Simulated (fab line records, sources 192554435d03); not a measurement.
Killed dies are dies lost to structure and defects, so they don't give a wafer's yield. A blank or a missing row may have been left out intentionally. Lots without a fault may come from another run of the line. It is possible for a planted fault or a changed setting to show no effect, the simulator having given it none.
fab line records	flow n5Finfet
record: lots: 5	wafers: 15	lastDay: 17
route steps=1938 shown BEOL_M1@781 PASSIVATION@1936
lots that met no fault: taken from a fault-free run of the same line
startH: hours from the record's first day to the start of the lot's first wafer shown	waitH: hours from the lot's prior step to this one	" repeats the value in the row above	L1.1+2: a single row standing in for several wafers	- no value, or no start given	* or withheld: withheld	< > ~ a bound
route shown NAME@n: names a module that has steps shown in the file, with the first one's number in the route	usual: mean/standard deviation of fault-free wafers	same: alike in all rows	chamber/n: place in a boat	sites: each site's reading	_std_site: standard deviation of those values	_edge_site: inner sites' mean taken away from outer sites' mean	radiusMm: for every site, how far away it sits from the centre of the wafer	mask NAME#n: copy n	behind: the tool/chamber that last shaped the wafer	hold: reason for holding the lot/hours on hold/outcome of the hold	device: the transistor (n, p or np) that didn't switch	end of line: at the end of the route, the tests of the same wafers	a step without rows: its recipe alone	killed: the dies lost at the first sort to structure and to defects; this is not the yield of the wafer	map: dies across one wafer; x = killed, . = not, _ = none there
set.NAME: setting as actually run; set.NAME@STEP: the setting as run at that earlier step	model.NAME: the simulator's own value behind a step, which no gauge read
lots at some steps of the route; a table a step, a row a wafer
services: a tool's chamber out of use, with start hour (startH, from the record's first day; less than 0 if before it), hours out, and reason
== steps ==
step: N5_BEOL_M1_EBR_24
recipe: solvent: PGMEA	ebrWidthMm: 1.5
step: N5_BEOL_M1_SOFTBAKE_23
recipe: tempC: 110	timeS: 60	resist: CAR-EUV
step: N5_BEOL_M1_EXPOSE_25
recipe: maskId: V0	na: 0.33	sourceShape: quasar	sigmaInner: 0.2	sigmaOuter: 0.8	polarization: unpolarized	defocusNm: 5	targetCdNm: 24	doseMj: 63
step: N5_BEOL_M1_PEB_26
recipe: pebTempC: 100	pebTimeS: 60	resist: CAR-EUV
step: N5_BEOL_M1_DEVELOP_27
recipe: developTimeS: 30	developer: TMAH	resist: CAR-EUV	rinseLiquid: surfactantRinse	dry: airSpin	devTempC: 23
step: N5_BEOL_M1_CD_MEAS_28
recipe: landingEnergyEv: 500	detector: seInlens	targetCdYNm: 23.3
usual: cdNm: 24.00/0.22
same: landingEnergyEv: 500
lot.wafer	tool	chamber	startH	waitH	cdNm
L533.1	cdSem-03	0	147.52	-	24.10
L533.3	"	0	"	"	24.10
L533.6	"	0	"	"	23.72
L539.1	cdSem-03	0	186.12	-	23.82
L539.4	"	0	"	"	24.06
L539.6	"	0	"	"	23.63
L542.1	cdSem-01	0	207.47	-	24.14
L542.4	"	0	"	"	24.01
L542.6	"	0	"	"	24.07
L549.2	cdSem-01	0	253.21	-	24.29
L549.3	"	0	"	"	23.89
L549.4	"	0	"	"	23.83
L550.1	cdSem-01	0	253.45	-	24.11
L550.3	"	0	"	"	24.00
L550.5	"	0	"	"	24.18
step: N5_BEOL_M1_OVL_MEAS_29
recipe: pointsPerWafer: 522
usual: V0_OVL: -0.4/0.62
lot.wafer	tool	chamber	startH	waitH	V0_OVL[nm]
L533.1	overlay-01	0	147.55	0.0	-0.5
L533.3	"	0	"	"	-0.4
L533.6	"	0	"	"	-0.3
L539.1	overlay-01	0	186.15	0.0	-0.5
L539.4	"	0	"	"	0.4
L539.6	"	0	"	"	0.2
L542.1	overlay-02	0	207.50	0.0	0.2
L542.4	"	0	"	"	0.4
L542.6	"	0	"	"	0.7
L549.2	overlay-01	0	253.25	0.0	-1.3
L549.3	"	0	"	"	-1.0
L549.4	"	0	"	"	-0.6
L550.1	overlay-01	0	253.48	0.0	-1.0
L550.3	"	0	"	"	0.2
L550.5	"	0	"	"	-0.1
step: N5_BEOL_M1_INSPECT_30
recipe: mode: adi	inspectInstrument: brightfield
usual: rawDefectCount: 438/93
lot.wafer	tool	chamber	startH	waitH	rawDefectCount
L533.1	defectInspect-02	-	147.61	0.1	479
L533.3	"	-	"	"	346
L533.6	"	-	"	"	585
L539.1	defectInspect-02	-	186.21	0.1	535
L539.4	"	-	"	"	693
L539.6	"	-	"	"	553
L542.1	defectInspect-02	-	207.55	0.1	379
L542.4	"	-	"	"	521
L542.6	"	-	"	"	497
L549.2	defectInspect-02	-	253.30	0.0	491
L549.3	"	-	"	"	471
L549.4	"	-	"	"	501
L550.1	defectInspect-01	-	253.54	0.1	310
L550.3	"	-	"	"	411
L550.5	"	-	"	"	478
step: N5_BEOL_M1_DESCUM_33
recipe: chemistry: O2	timeS: 7	sourcePowerW: 50	biasPowerW: 20	pressureMtorr: 20	rfFrequencyHz: 2.712e+07	tempC: 40	resist: CAR-EUV	o2FlowSccm: 225
usual: drypumpMotorCurrentA: 5.6/0.41	oesProductAu: 0.81/0.088	rfVppV: 243.5/1.2	showerheadPlenumPTorr: 2.12/0.054	throttleValvePct: 20.38/0.18
lot.wafer	tool	chamber	startH	waitH	drypumpMotorCurrentA	oesProductAu	rfHoursCounterH	rfVppV	showerheadPlenumPTorr	throttleValvePct
L533.1	rieDiel-02	1	147.64	0.0	4.9	0.69	241	243.9	2.13	20.37
L533.3	"	0	"	"	5.4	0.68	245	239.0	1.97	20.35
L533.6	"	0	"	"	5.3	0.68	-	241.9	1.97	20.34
L539.1	rieDiel-04	2	186.97	0.8	6.4	0.87	49	244.0	2.13	20.49
L539.4	"	0	"	"	5.9	0.77	140	244.0	2.12	20.44
L539.6	"	2	"	"	6.4	0.89	-	243.6	2.13	20.49
L542.1	rieDiel-04	0	207.59	0.0	5.9	0.76	146	244.4	2.12	20.42
L542.4	"	3	"	"	5.7	0.87	46	243.5	2.11	20.37
L542.6	"	1	"	"	5.4	0.92	-	243.5	2.03	20.12
L549.2	rieDiel-05	3	253.34	0.0	5.6	0.87	38	241.5	2.06	20.37
L549.3	"	0	"	"	6.2	0.72	193	245.3	2.15	20.64
L549.4	"	2	"	"	5.5	0.86	63	241.9	2.14	20.49
L550.1	rieDiel-05	1	253.58	0.0	5.6	0.74	176	242.0	2.10	20.55
L550.3	"	2	"	"	5.5	0.87	63	243.1	2.14	20.48
L550.5	"	2	"	"	5.5	0.86	-	242.2	2.14	20.49
step: N5_BEOL_M1_ETCH_77
recipe: chemistry: N2/H2	target: underlayer	targetDepthA: 65	maskMaterial: CAR-EUV	timeS: 5.2	ionEnergyEv: 200	pressureMtorr: 30	sourceW: 840	biasW: 150	n2FlowSccm: 200	h2FlowSccm: 200	ends: cleared
step: N5_BEOL_M1_ETCH_69
recipe: chemistry: CF4	target: SiARC	targetDepthA: 156	maskMaterial: CAR-EUV	timeS: 26	ionEnergyEv: 80	pressureMtorr: 40	sourceW: 545	biasW: 36	Ar_flow_sccm: 100	cf4FlowSccm: 100	ends: cleared
step: N5_BEOL_M1_ALD_98
recipe: material: SiO2	targetThkA: 25	tempC: 100	aldPrecursorFamily: BDEAS	aldCoReactant: O2-plasma	pulseTimeS: 1	coReactantPulseTimeS: 1	purgeTimeS: 2	coReactantPurgeTimeS: 2	aldCycles: 17	pressureTorr: 2
step: N5_BEOL_M1_ETCHBACK_99
recipe: chemistry: CHF3	target: SiO2	targetDepthA: 50	timeS: 10.4	sourceW: 215	biasW: 47	Ar_flow_sccm: 200	CHF3_flow_sccm: 12	ionEnergyEv: 100	pressureMtorr: 30
usual: drypumpMotorCurrentA: 5.5/0.39	oesProductAu: 0.81/0.093	rfVppV: 241.4/2.6	showerheadPlenumPTorr: 2.19/0.056	throttleValvePct: 17.01/0.23
lot.wafer	tool	chamber	startH	waitH	drypumpMotorCurrentA	oesProductAu	rfHoursCounterH	rfVppV	showerheadPlenumPTorr	throttleValvePct
L533.1	rieDiel-02	1	157.17	8.9	4.9	0.68	245	239.4	2.20	17.15
L533.3	"	3	"	"	5.2	0.72	165	245.2	2.25	17.32
L533.6	"	0	"	"	5.4	0.68	-	239.9	2.03	17.08
L539.1	rieDiel-04	2	188.43	1.2	6.4	0.88	50	242.9	2.19	17.10
L539.4	"	1	"	"	5.4	0.93	12	242.0	2.10	16.77
L539.6	"	3	"	"	5.7	0.87	-	246.0	2.20	17.15
L542.1	rieDiel-05	2	212.32	4.1	5.5	0.87	48	240.7	2.18	16.89
L542.4	"	2	"	"	5.5	0.88	-	240.7	2.18	16.91
L542.6	"	1	"	"	5.6	0.74	-	240.3	2.16	17.10
L549.2	rieDiel-02	2	254.19	0.7	5.6	0.73	182	239.1	2.13	16.87
L549.3	"	0	"	"	5.4	0.92	22	241.7	2.28	16.64
L549.4	"	1	"	"	4.9	0.93	13	238.0	2.19	16.74
L550.1	rieDiel-02	1	258.34	4.6	4.9	0.93	15	239.5	2.19	16.78
L550.3	"	3	"	"	5.2	0.69	194	244.2	2.24	17.40
L550.5	"	0	"	"	5.3	0.91	-	241.6	2.28	16.66
step: N5_BEOL_M1_ETCH_70
recipe: chemistry: N2/H2	target: SOC	targetDepthA: 800	overetchA: 160	maskMaterial: SiARC	tempC: 40	timeS: 120	ionEnergyEv: 200	pressureMtorr: 30	sourceW: 840	biasW: 150	n2FlowSccm: 200	h2FlowSccm: 200
step: N5_BEOL_M1_STRIP_71
recipe: chemistry: N2/H2	tempC: 40	n2FlowSccm: 200	h2FlowSccm: 200	rfFrequencyHz: 6e+07
step: N5_BEOL_M1_STRIP_78
recipe: chemistry: N2/H2	tempC: 40	n2FlowSccm: 200	h2FlowSccm: 200	rfFrequencyHz: 6e+07
step: N5_BEOL_M1_VIA_ETCH_34
recipe: chemistry: C4F6/O2	targetDepthA: 678	maskMaterial: SOC	pressureMtorr: 15	ionEnergyEv: 250	taperDeg: 4	timeS: 64.4	sourceW: 350	biasW: 170	Ar_flow_sccm: 300	C4F6_flow_sccm: 10	O2_flow_sccm: 10
step: N5_BEOL_M1_STRIP_83
recipe: chemistry: C4F6/O2	resist: SiARC	rfFrequencyHz: 6e+07
step: N5_BEOL_M1_STRIP_36
recipe: chemistry: N2/H2	powerW: 450	tempC: 40	pressureMtorr: 20	rfFrequencyHz: 6e+07	overashFraction: 0.3	biasPowerW: 7	h2Frac: 0.5	n2FlowSccm: 200	h2FlowSccm: 200
step: N5_BEOL_M1_TRENCH_ETCH_37
recipe: chemistry: C4F6/O2	targetDepthA: 552.07	target: SiOC	timeS: 29	ionEnergyEv: 250	pressureMtorr: 30	sourceW: 355	biasW: 185	Ar_flow_sccm: 300	C4F6_flow_sccm: 10	O2_flow_sccm: 10
usual: drypumpMotorCurrentA: 5.5/0.39	oesProductAu: 0.81/0.093	rfVppV: 667/7.3	showerheadPlenumPTorr: 2.89/0.071	throttleValvePct: 20.80/0.24
lot.wafer	tool	chamber	startH	waitH	drypumpMotorCurrentA	oesProductAu	rfHoursCounterH	rfVppV	showerheadPlenumPTorr	throttleValvePct
L533.1	rieDiel-02	1	-	-	4.9	0.68	245	658	2.91	20.86
L533.3	"	3	"	"	5.2	0.72	165	678	2.97	21.12
L533.6	"	0	"	"	5.4	0.68	-	660	2.69	20.79
L539.1	rieDiel-04	2	-	-	6.4	0.88	50	675	2.90	20.94
L539.4	"	1	"	"	5.4	0.94	13	670	2.78	20.57
L539.6	"	3	"	"	5.7	0.87	-	683	2.91	20.99
L542.1	rieDiel-05	2	-	-	5.5	0.88	48	663	2.88	20.66
L542.4	"	2	"	"	5.5	0.88	-	664	2.88	20.69
L542.6	"	1	"	"	5.6	0.74	-	662	2.86	20.88
L549.2	rieDiel-02	0	-	-	5.4	0.92	22	669	3.01	20.45
L549.3	"	1	"	"	4.9	0.92	13	659	2.90	20.53
L549.4	"	0	"	"	5.4	0.92	-	672	3.01	20.45
L550.1	rieDiel-02	1	-	-	5.0	0.92	15	659	2.90	20.55
L550.3	"	3	"	"	5.2	0.69	194	678	2.95	21.16
L550.5	"	0	"	"	5.4	0.92	-	671	3.01	20.45
step: N5_BEOL_M1_ETCH_41
recipe: chemistry: CH3F/O2	target: SiCN	targetDepthA: 319	taperDeg: 2	timeS: 57.8	ionEnergyEv: 120	maskMaterial: TiN	pressureMtorr: 30	sourceW: 395	biasW: 75	Ar_flow_sccm: 150	CH3F_flow_sccm: 30	O2_flow_sccm: 20
step: N5_BEOL_M1_STRIP_97
recipe: chemistry: N2/H2	timeS: 10	powerW: 450	tempC: 40	pressureMtorr: 20	rfFrequencyHz: 6e+07	biasPowerW: 7	n2FlowSccm: 200	h2FlowSccm: 200
step: N5_BEOL_M1_OCD_MEAS_38
usual: trenchDepthNm: 54.9/0.88
lot.wafer	tool	chamber	startH	waitH	trenchDepthNm
L533.1	ocd-01	-	157.56	-	53.4
L533.3	"	-	"	"	55.0
L533.6	"	-	"	"	53.6
L539.1	ocd-01	-	188.82	-	56.3
L539.4	"	-	"	"	55.8
L539.6	"	-	"	"	55.2
L542.1	ocd-02	-	212.72	-	54.7
L542.4	"	-	"	"	54.3
L542.6	"	-	"	"	55.6
L549.2	ocd-01	-	254.59	-	56.1
L549.3	"	-	"	"	54.9
L549.4	"	-	"	"	56.5
L550.1	ocd-02	-	258.73	-	54.8
L550.3	"	-	"	"	53.9
L550.5	"	-	"	"	55.1
step: N5_BEOL_M1_HM_STRIP_39
recipe: chemistry: peroxideTinStrip	material: TiN	targetDepthA: 250	tempC: 50	timeS: 158
step: N5_BEOL_M1_SRD_40
recipe: timeS: 30	tempC: 23	rinseLiquid: diw	dry: ipaMarangoni
step: N5_BEOL_M1_PRECLEAN_42
recipe: chemistry: residueRemover	timeS: 60	tempC: 40
step: N5_BEOL_M1_SRD_43
recipe: timeS: 30	tempC: 23	rinseLiquid: diw	dry: ipaMarangoni
step: N5_BEOL_M1_CD_MEAS_35
recipe: targetCdNm: 18	targetCdYNm: 21	polarity: opening
usual: cdNm: 17.9/0.39
lot.wafer	tool	chamber	startH	waitH	cdNm
L533.1	cdSem-02	-	157.71	0.0	17.4
L533.3	"	-	"	"	18.6
L533.6	"	-	"	"	17.9
L539.1	cdSem-01	-	188.97	0.0	17.9
L539.4	"	-	"	"	17.8
L539.6	"	-	"	"	18.2
L542.1	cdSem-01	-	212.87	0.0	17.9
L542.4	"	-	"	"	18.0
L542.6	"	-	"	"	17.2
L549.2	cdSem-01	-	254.74	0.0	17.4
L549.3	"	-	"	"	17.8
L549.4	"	-	"	"	18.2
L550.1	cdSem-02	-	258.89	0.0	18.2
L550.3	"	-	"	"	18.1
L550.5	"	-	"	"	18.6
step: N5_BEOL_M1_DEGAS_44
recipe: ambient: vacuum	tempC: 250	timeS: 60
step: N5_BEOL_M1_PRE_CLEAN_45
recipe: gas: H2/He	timeS: 30	tempC: 250
step: N5_BEOL_M1_ALD_84
recipe: material: TaN	targetThkA: *	tempC: 275	aldPrecursorFamily: PDMAT	aldCoReactant: NH3	pressureTorr: 3	carrierFlowSccm: 1500	pulseTimeS: 2	purgeTimeS: 3	coReactantPurgeTimeS: 2	coReactantPulseTimeS: 3	aldCycles: 30	precursorVesselTempC: 75	precursorVesselPressureTorr: 26.25	precursorVesselCarrierSccm: 1000
step: N5_BEOL_M1_SURFACE_TREAT_85
recipe: gas: Ar	timeS: *	ionEnergyEv: *	ionCurrentMaCm2: 0.5	pressureMtorr: *	arFlowSccm: 30
step: N5_BEOL_M1_CVD_47
recipe: material: Co	targetThkA: 30	tempC: withheld	precursor: CCTBA/H2	pressureTorr: 30	timeS: 223.8
step: N5_BEOL_M1_SPUTTER_48
recipe: material: Cu	targetThkA: 45	tempC: -20	chamberPressurePa: 0.07	powerW: withheld	timeS: 8.29
step: N5_BEOL_M1_ANNEAL_49
recipe: tempC: 400	timeS: 240	ambient: vacuum
step: N5_BEOL_M1_SPUTTER_79
recipe: material: Cu	targetThkA: 45	tempC: -20	chamberPressurePa: 0.07	powerW: withheld	timeS: 8.29
usual: chamberPressurePa: 0.06999/0.00014	throttleValvePct: 30.3/1.3
lot.wafer	tool	chamber	startH	waitH	chamberPressurePa	throttleValvePct
L533.1	pvdSputter-02	-	158.89	0.1	0.07012	31.0
L533.3	"	-	"	"	0.06984	28.9
L533.6	"	-	"	"	0.06985	28.9
L539.1	pvdSputter-01	-	189.84	0.1	0.06998	30.3
L539.4	"	-	"	"	0.06997	31.4
L539.6	"	-	"	"	0.06996	32.1
L542.1	pvdSputter-02	-	215.96	0.1	0.07017	30.8
L542.4	"	-	"	"	0.07001	29.9
L542.6	"	-	"	"	0.07016	30.9
L549.2	pvdSputter-02	-	256.11	0.1	0.06991	30.7
L549.3	"	-	"	"	0.06996	30.7
L549.4	"	-	"	"	0.07021	30.3
L550.1	pvdSputter-03	-	261.55	0.1	0.07005	28.9
L550.3	"	-	"	"	0.07002	28.6
L550.5	"	-	"	"	0.07013	32.2
step: N5_BEOL_M1_ANNEAL_80
recipe: tempC: 400	timeS: 240	ambient: vacuum
step: N5_BEOL_M1_SPUTTER_81
recipe: material: Cu	targetThkA: 45	tempC: -20	chamberPressurePa: 0.07	powerW: withheld	timeS: 8.29
step: N5_BEOL_M1_ANNEAL_82
recipe: tempC: 400	timeS: 240	ambient: vacuum
usual: heaterPowerW: 823/100	susceptor_temp_C_max: 400.9/0.35
lot.wafer	tool	chamber	startH	waitH	heaterPowerW	susceptor_temp_C_max
L533.1	pvdSputter-02	-	159.19	0.0	723	401.0
L533.3	"	-	"	"	744	401.0
L533.6	"	-	"	"	761	401.2
L539.1	pvdSputter-01	-	190.14	0.0	803	401.2
L539.4	"	-	"	"	947	401.5
L539.6	"	-	"	"	791	401.2
L542.1	pvdSputter-02	-	216.26	0.0	1041	400.6
L542.4	"	-	"	"	784	401.0
L542.6	"	-	"	"	725	400.4
L549.2	pvdSputter-02	-	256.41	0.0	709	400.8
L549.3	"	-	"	"	1062	400.7
L549.4	"	-	"	"	784	402.2
L550.1	pvdSputter-03	-	261.85	0.0	968	400.8
L550.3	"	-	"	"	755	401.1
L550.5	"	-	"	"	881	400.6
step: N5_BEOL_M1_SPUTTER_86
recipe: material: Cu	targetThkA: 45	tempC: -20	chamberPressurePa: 0.07	powerW: withheld	timeS: 8.29
usual: chamberPressurePa: 0.06999/0.00013	throttleValvePct: 30.3/1.3
lot.wafer	tool	chamber	startH	waitH	chamberPressurePa	throttleValvePct
L533.1	pvdSputter-02	-	159.33	0.1	0.07004	30.6
L533.3	"	-	"	"	0.06993	29.1
L533.6	"	-	"	"	0.06986	28.9
L539.1	pvdSputter-01	-	190.28	0.1	0.07015	30.0
L539.4	"	-	"	"	0.06993	31.2
L539.6	"	-	"	"	0.07003	32.0
L542.1	pvdSputter-02	-	216.40	0.1	0.0698	30.8
L542.4	"	-	"	"	0.06986	30.3
L542.6	"	-	"	"	0.07009	30.7
L549.2	pvdSputter-02	-	256.55	0.1	0.06994	30.9
L549.3	"	-	"	"	0.06997	30.8
L549.4	"	-	"	"	0.0699	29.9
L550.1	pvdSputter-03	-	261.99	0.1	0.07012	28.8
L550.3	"	-	"	"	0.07004	28.7
L550.5	"	-	"	"	0.06981	32.0
step: N5_BEOL_M1_ANNEAL_87
recipe: tempC: 400	timeS: 240	ambient: vacuum
step: N5_BEOL_M1_SPUTTER_88
recipe: material: Cu	targetThkA: 45	tempC: -20	chamberPressurePa: 0.07	powerW: withheld	timeS: 8.29
step: N5_PASSIVATION_PROBE_49
usual: defectLimitedYield: 91.4/1.5	killed_at_M0_to_M3: 34/10	killed_at_M4_up: 15/6	killedAtContacts: 12/6	killedAtFrontEnd: 37/11	killedAtOther: 3.3/2.8	killedDies: 101/18	killedOpen: 66/14	killedShort: 33/7.8	sort_bin_5_function: 5.0/0.97	sort_bin_6_memory: 3.2/0.72	sortNPass: 1079/18	sortYieldPct: 91.4/1.5
same: grossDies: 1180	killedAtBackSide: 0	sort_bin_4_leakage[%]: 0	sort_bin_8_speed[%]: 0
lot.wafer	tool	chamber	startH	waitH	defectLimitedYield[%]	killed_at_M0_to_M3	killed_at_M4_up	killedAtContacts	killedAtFrontEnd	killedAtOther	killedDies	killedOpen	killedShort	sort_bin_5_function[%]	sort_bin_6_memory[%]	sortNPass	sortYieldPct[%]
L533.1	prober-02	-	306.55	0.0	89.4	48	12	16	43	6	125	76	49	6.5	3.9	1055	89.4
L533.3	prober-02	-	306.65	0.1	90.8	33	15	16	45	0	109	76	31	5.8	3.1	1071	90.8
L533.6	prober-02	-	306.80	0.3	93.3	28	12	20	17	2	79	46	32	4.0	2.7	1101	93.3
L539.1	prober-01	-	333.87	0.0	94.3	33	8	10	15	1	67	40	27	3.7	1.9	1113	94.3
L539.4	prober-01	-	334.02	0.2	94.1	27	9	12	21	1	70	41	20	3.4	1.6	1110	94.1
L539.6	prober-01	-	334.12	0.3	93.6	41	4	8	22	0	75	47	28	4.4	1.8	1105	93.6
L542.1	prober-01	-	363.85	0.0	91.4	23	7	16	55	0	101	71	27	5.3	2.8	1079	91.4
L542.4	prober-01	-	364.00	0.2	90.8	35	9	23	41	0	108	80	28	6.0	2.9	1072	90.8
L542.6	prober-01	-	364.10	0.3	90.3	27	19	20	48	0	114	76	35	6.3	3.1	1066	90.3
L549.2	prober-02	-	411.50	0.1	91.7	30	16	13	34	5	98	63	26	4.7	3.3	1082	91.7
L549.3	prober-02	-	411.55	0.1	91.6	42	12	15	28	2	99	67	29	5.2	3.2	1081	91.6
L549.4	prober-02	-	411.60	0.2	90.6	27	14	18	51	1	111	61	48	5.8	3.2	1069	90.6
L550.1	prober-02	-	417.95	0.0	94.6	27	7	4	24	2	64	39	25	3.1	2.1	1116	94.6
L550.3	prober-02	-	418.05	0.1	91.9	38	11	4	38	5	96	61	35	5.0	2.9	1084	91.9
L550.5	prober-02	-	418.15	0.2	82.2	161	8	6	33	2	210	57	32	10.7	5.3	970	82.2
killed by level:class
L533.1 BEOL_M1:geometricParticle:open=12 STI_FIN_REVEAL:geometricParticle:open=11 MOL_CONTACT_COAG:geometricParticle:open=11 BEOL_M2:geometricParticle:open=10 FIN_SAQP:geometricParticle:open=8 BEOL_M2:geometricParticle:short=8 FIN_SAQP:geometricParticle:short=6 BEOL_M0_SAQP:geometricParticle:open=5
L533.3 MOL_CONTACT_COAG:geometricParticle:open=12 FIN_SAQP:geometricParticle:open=11 STI_FIN_REVEAL:geometricParticle:open=11 BEOL_M2:geometricParticle:open=10 BEOL_M0_SAQP:geometricParticle:short=7 BEOL_M0_SAQP:geometricParticle:open=7 BEOL_M6:geometricParticle:open=5 ILD0:geometricParticle:short=4
L533.6 MOL_CONTACT_COAG:geometricParticle:open=13 MOL_CONTACT_COAG:geometricParticle:short=7 BEOL_M2:geometricParticle:open=6 BEOL_M0:geometricParticle:short=5 STI_FIN_REVEAL:geometricParticle:open=4 BEOL_M0_SAQP:geometricParticle:open=4 BEOL_M2:geometricParticle:short=4 BEOL_M0_SAQP:geometricParticle:short=3
L539.1 BEOL_M3:geometricParticle:open=13 MOL_CONTACT_COAG:geometricParticle:open=9 BEOL_M0_SAQP:geometricParticle:short=8 BEOL_M3:geometricParticle:short=5 DUMMY_GATE:geometricParticle:open=4 BEOL_M1:geometricParticle:open=4 STARTING-WAFER:geometricParticle:short=3 FIN_SAQP:geometricParticle:open=2
L539.4 MOL_CONTACT_COAG:geometricParticle:open=10 BEOL_M3:geometricParticle:short=10 HKMG_FIN:areaEtch=9 BEOL_M3:geometricParticle:open=7 BEOL_M0_SAQP:geometricParticle:open=5 FIN_SAQP:geometricParticle:short=4 BEOL_M5:geometricParticle:open=4 BEOL_M2:geometricParticle:open=3
L539.6 BEOL_M3:geometricParticle:open=19 BEOL_M3:geometricParticle:short=8 MOL_CONTACT_COAG:geometricParticle:open=6 STARTING-WAFER:geometricParticle:short=6 BEOL_M0_SAQP:geometricParticle:short=5 BEOL_M1:geometricParticle:open=5 FIN_SAQP:geometricParticle:open=4 FIN_SAQP:geometricParticle:short=3
L542.1 STI_FIN_REVEAL:geometricParticle:open=14 MOL_CONTACT_COAG:geometricParticle:open=14 FIN_SAQP:geometricParticle:open=9 BEOL_M3:geometricParticle:open=8 FIN_SAQP:geometricParticle:short=7 GATE_CUT:geometricParticle:short=5 BEOL_M0_SAQP:geometricParticle:short=5 DUMMY_GATE:geometricParticle:open=4
L542.4 MOL_CONTACT_COAG:geometricParticle:open=17 BEOL_M2:geometricParticle:open=14 STI_FIN_REVEAL:geometricParticle:open=12 BEOL_M3:geometricParticle:open=8 FIN_SAQP:geometricParticle:open=6 GATE_CUT:geometricParticle:short=6 MOL_CONTACT_COAG:geometricParticle:short=6 GATE_CUT:geometricParticle:open=5
L542.6 FIN_SAQP:geometricParticle:short=14 MOL_CONTACT_COAG:geometricParticle:open=14 STI_FIN_REVEAL:geometricParticle:open=12 FIN_SAQP:geometricParticle:open=10 BEOL_M0_SAQP:geometricParticle:open=8 MOL_CONTACT_COAG:geometricParticle:short=6 BEOL_M1:geometricParticle:open=5 BEOL_M4:geometricParticle:open=5
L549.2 STI_FIN_REVEAL:geometricParticle:open=8 MOL_CONTACT_COAG:geometricParticle:open=8 BEOL_M1:geometricParticle:open=7 BEOL_M2:geometricParticle:open=7 GATE_CUT:geometricParticle:open=6 DUMMY_GATE:geometricParticle:open=4 BEOL_M4:geometricParticle:open=4 BEOL_M0_SAQP:geometricParticle:short=4
L549.3 MOL_CONTACT_COAG:geometricParticle:open=12 BEOL_M2:geometricParticle:open=11 STI_FIN_REVEAL:geometricParticle:open=10 BEOL_M0_SAQP:geometricParticle:short=8 GATE_CUT:geometricParticle:short=6 BEOL_M0_SAQP:geometricParticle:open=6 BEOL_M3:geometricParticle:open=6 BEOL_M1:geometricParticle:open=4
L549.4 FIN_SAQP:geometricParticle:short=20 BEOL_M2:geometricParticle:open=13 MOL_CONTACT_COAG:geometricParticle:open=12 STI_FIN_REVEAL:geometricParticle:open=9 MOL_CONTACT_COAG:geometricParticle:short=6 FIN_SAQP:geometricParticle:open=5 STI_FIN_REVEAL:geometricParticle:short=4 BEOL_M4:geometricParticle:open=4
L550.1 DUMMY_GATE:geometricParticle:open=8 BEOL_M2:geometricParticle:open=7 BEOL_M0_SAQP:geometricParticle:short=6 BEOL_M0_SAQP:geometricParticle:open=5 STI_FIN_REVEAL:geometricParticle:open=4 FIN_SAQP:geometricParticle:short=3 MOL_CONTACT_COAG:geometricParticle:open=3 BEOL_M4:geometricParticle:open=3
L550.3 FIN_SAQP:geometricParticle:open=10 BEOL_M0_SAQP:geometricParticle:short=10 BEOL_M3:geometricParticle:open=7 BEOL_M0_SAQP:geometricParticle:open=6 BEOL_M4:geometricParticle:open=6 FIN_SAQP:geometricParticle:short=5 STARTING-WAFER:geometricParticle:open=5 STARTING-WAFER:geometricParticle:short=5
L550.5 BEOL_M1:unspecified=121 FIN_SAQP:geometricParticle:open=8 BEOL_M0_SAQP:geometricParticle:open=8 BEOL_M0_SAQP:geometricParticle:short=8 BEOL_M2:geometricParticle:open=7 GATE_CUT:geometricParticle:open=6 FIN_SAQP:geometricParticle:short=5 GATE_CUT:geometricParticle:short=5
map L550.5 (x killed, . not)
_________________...x..x..xxx________________
______________.x.....x..x.xx.xx._____________
___________x..x........xx.x.xxxxx.x__________
__________...x........x.xxxxxxxxxxx._________
________...x...........xxxxxxxxxxxxx.._______
_______....x.......xx..xxxxxxxxxxxx.x..______
______................xxxxxxxxxxxxxxx..._____
_____.x................xxxxxxxxxxxxx.....____
____...................xxxxxxxxxxx..x.....___
___....x..............x..xxxxxxxxxx........__
___...x.x.........x...x..x.xxxxxxxx........__
__........................xxx.x..x.........._
__.........................xxxx........x...x_
_.........x...................xx.............
_......x...x.........x.....................x.
_.x................................x.........
_...x...................x...x.....x..........
_................x........x................x.
_...x...x.........................x..........
_.....x.....x................x.....x.........
_.....xx....x.....x..........................
__...................x........x...x....x...._
__x............x.x.x...x...........x........_
___............x...x.....x.................__
___..x......................x..............__
____...x.....x....x......x................___
_____..x.x...x.x.........x........x..x...____
______............................x..x.._____
_______..........x.....................______
________..............x......x........_______
__________...x...............x...x.._________
___________....x...............x...__________
______________..x......x......xx_____________
_________________............________________
map L549.4 (x killed, . not)
_________________.........x..________________
______________.................._____________
___________.....x..x...............__________
__________....x.x...............x..._________
________.........x...................._______
_______.......x..........xx..........x.______
______.x...x.........x..........x..x...._____
_____x..x....x..............x.......x....____
____......................................___
___........................................__
___........x..................x.....xx.....__
__x...............x.....x...x.........x....._
__x........x......x.x.....x................._
_...........x.............x..................
_...x............x.......x.....x............x
_x.....x...........................x.........
_..x........x.........x....................x.
_..x............x..x.........................
_............x.............................x.
_..x....x..........x....x..........x.....x...
_......x....x.x..x...x......x....x......x....
__...x........x.x.x.....................x..._
__x....xx.x....................x............_
___........x.x............x...x....x.......__
___.......x......x................x........__
____.......x...........xx....x............___
_____...x........x...x....x.........x.x..____
______....................x.....x......._____
_______.......x...............x....x..x______
________...x.........x..x............._______
__________....................x....._________
___________..x.......x.............__________
______________.x.........x......_____________
_________________..x.........________________
== services ==
tool	chamber	startH	hours	kind
rieDiel-04	2	143.32	5.9	repair
rieDiel-04	-	144.48	0.2	repair
pvdSputter-03	-	144.93	4.2	repair
rieDiel-02	2	145.20	5.7	repair
rieDiel-02	0	162.78	-	clean
rieDiel-02	0	162.78	-	consumableReplace:focusRing
rieDiel-02	0	162.78	-	consumableReplace:showerhead
rieDiel-02	0	162.78	20.6	scheduledDown
rieDiel-02	0	162.78	20.6	ventCycle
rieDiel-02	-	174.67	14.6	pm
pvdSputter-03	-	178.36	1.0	repair
rieDiel-02	1	189.27	-	clean
rieDiel-02	1	189.27	-	consumableReplace:focusRing
rieDiel-02	1	189.27	21.8	scheduledDown
rieDiel-02	1	189.27	21.8	ventCycle
rieDiel-02	0	190.78	2.9	repair
rieDiel-02	3	201.95	4.0	repair
rieDiel-05	3	210.20	15.3	repair
== key ==
firstSign: step: N5_PASSIVATION_PROBE_49	reading: killed_at_M0_to_M3	direction: up	sigmas: 12	usual: 34	struck: 161
effect: step: N5_PASSIVATION_PROBE_49	reading: killedDies	direction: up	sigmas: 6.1	usual: 101	struck: 210
moreKillsBornAt: N5_BEOL_M1_ETCHBACK_99@rieDiel-02: 121
metAt N5_BEOL_M1_ETCHBACK_99
struckWafers L550.5
onsetBetween 254.19 258.34
fault: kind: chamberParticleSource	tool: rieDiel-02	chamber: 0	onsetH: 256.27	steps: N5_BEOL_M1_ETCHBACK_99	ratePerVisitCm2: 0.70476	endH: 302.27
